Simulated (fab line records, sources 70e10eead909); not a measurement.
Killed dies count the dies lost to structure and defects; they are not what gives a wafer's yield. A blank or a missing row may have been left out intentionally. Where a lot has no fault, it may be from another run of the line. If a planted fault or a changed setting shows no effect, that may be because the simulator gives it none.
Which tool is to blame? + flow nand harc + 6 lots, 18 wafers sampled, at 1 step of a route of 1159

## WHAT THE GAUGES SHOWED, per wafer
NHARC_A_M1_OVL_MEAS_10: pitch 240 nm.
| lot  | measured     | on         | overlay x nm (nm) |
|------|--------------|------------|-------------------|
| L665 | day 17 22:05 | overlay-02 | 0.5 -0.9 -0.6     |
| L667 | day 18 06:29 | overlay-01 | -0.6 -0.9 -0.6    |
| L670 | day 18 23:08 | overlay-02 | 0.3 0.2 0.0       |
| L675 | day 19 22:50 | overlay-01 | 0.2 0.1 -0.2      |
| L678 | day 20 22:02 | overlay-01 | 0.1 -0.1 0.5      |
| L687 | day 24 12:49 | overlay-02 | -0.8 -0.9 -1.2    |

## TOOL THAT RAN EACH LOT (tool first, then ch and the chambers of the sampled wafers, then the start)
No process step before these readings appears in the record.

## THE ANSWER, worked out from the rows above alone
Rule: the usual values come from the lots themselves. The widest of any qualifying gaps counts: lots, ordered by their means at a reading, are off when they make up no more than a third of the lots, leave a main group of 4 or more, and stand apart from it by 3 or more times the standard deviation of that group's means. Not used: any main group whose means are identical at the precision the tables above print for the reading. A lot without any number at a reading at which 4 lots or more have one is off too. All remaining lots with rows at the step are treated as sound.
No lot is off on any of the readings shown, so nothing can be concluded from this.

## WHAT THE SIMULATOR PUT IN
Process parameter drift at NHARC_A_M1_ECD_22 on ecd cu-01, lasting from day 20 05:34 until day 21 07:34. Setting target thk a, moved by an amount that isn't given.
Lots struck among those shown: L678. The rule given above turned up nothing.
